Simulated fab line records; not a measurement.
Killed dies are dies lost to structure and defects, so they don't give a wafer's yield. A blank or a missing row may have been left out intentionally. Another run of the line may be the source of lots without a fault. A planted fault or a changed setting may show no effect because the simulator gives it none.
Comparing a struck lot with a sound one    flow nandHarc    14 out of 1302 route steps
Sound: these wafers, L665.1, L665.4, L665.5. Wafers struck: L679.4, L679.5, L679.6. At the end, the cause is stated.
Each step with rows lists, per side, the tool, then ch with its chambers, then its first start. Under that, the readings that differ: sound wafers    struck wafers    difference of the means    sigmas: that difference in standard deviations of wafers without a fault.
alike: readings whose means differ by less than 2 such deviations, and words and numbers that are the same on both sides. not compared: withheld readings, readings that some wafer has no value for, bounds like >300 that may hide the same value, and numbers for which the record gives no deviation and whose values overlap.
The two part at a step that has a row with sigmas, a row that says differs or no value, or rows on one side only. When numbers do not overlap yet have no deviation, they are printed without sigmas and do not part them. Lack of a reading on every wafer of one side parts them only where that side has two or more wafers.

NHARC_A_ONON_D2_THK_MEAS_21: measures by ellipsometry.
  sound on filmMetro-01, day 13 09:16; struck on filmMetro-01, day 19 09:02
  alike: thkNm
then, no rows for these wafers at 1 step: NHARC_A_ONON_D2_DEP_22 (target thk 1000 nm).
NHARC_A_ONON_D2_THK_MEAS_24: measures by ellipsometry.
  sound on filmMetro-01, day 13 09:50; struck on filmMetro-01, day 19 09:36
  alike: thkNm
then, no rows for these wafers at 1 step: NHARC_A_ONON_D2_DEP_25 (target thk 1000 nm).
NHARC_A_ONON_D2_THK_MEAS_27: measures by ellipsometry.
  sound on filmMetro-01, day 13 10:24; struck on filmMetro-01, day 19 10:10
  alike: thkNm
then, no rows for these wafers at 1 step: NHARC_A_ONON_D2_DEP_28 (target thk 1000 nm).
NHARC_A_ONON_D2_THK_MEAS_30: measures by ellipsometry.
  sound on filmMetro-02, day 13 10:58; struck on filmMetro-02, day 19 10:44
  alike: thkNm
NHARC_A_ONON_D2_DEP_33: deposits SiO2, target thk 200 nm.
  sound on pecvd-04 ch 0,1,2, day 13 11:02; struck on pecvd-04 ch 0,1,2, day 19 10:56
  alike: chamberPressureTorr, heaterPowerOuterW, heaterPowerW, rfFwdPowerW, susceptorTempC, throttleValvePct
  not compared: sinceWetCleanH
NHARC_A_ONON_D2_THK_MEAS_34: measures by ellipsometry.
  sound on filmMetro-02, day 13 11:26; struck on filmMetro-01, day 19 11:13
  alike: thkNm
NHARC_A_ONON_D2_INSPECT_32:
  sound on defectInspect-01, day 13 11:30; struck on defectInspect-01, day 19 11:16
  alike: rawDefectCount
NHARC_A_CHANNEL_HOLE_D2_DEP_00: deposits aC, target thk 3100 nm.
  sound on aclDep-01 ch 0, day 13 11:34; struck on aclDep-03 ch 0, day 19 14:11
reading             sound  struck                difference                    sigmas
susceptorTempC (C)  - - -  400.02 399.95 399.93  no value on the sound wafers  
  alike: throttleValvePct
NHARC_A_CHANNEL_HOLE_D2_DEP_01: deposits SiON, target thk 140 nm.
  sound on pecvd-04 ch 0,1,2, day 13 13:31; struck on pecvd-01 ch 0,1,2, day 19 15:16
reading          sound              struck             difference  sigmas
rfFwdPowerW (W)  348.3 348.0 349.8  404.1 403.2 405.6  +55.6       +46
  alike: chamberPressureTorr, heaterPowerOuterW, heaterPowerW, susceptorTempC
  not compared: sinceWetCleanH
then, 2 steps without rows for these wafers: NHARC_A_CHANNEL_HOLE_D2_DEHYDRATE_02 (time 120 s); NHARC_END_SORT_01.

WHERE THEY PART
First at NHARC_A_CHANNEL_HOLE_D2_DEP_00; last, within this record, at NHARC_A_CHANNEL_HOLE_D2_DEP_01.

WHY: what had been put in by the simulator
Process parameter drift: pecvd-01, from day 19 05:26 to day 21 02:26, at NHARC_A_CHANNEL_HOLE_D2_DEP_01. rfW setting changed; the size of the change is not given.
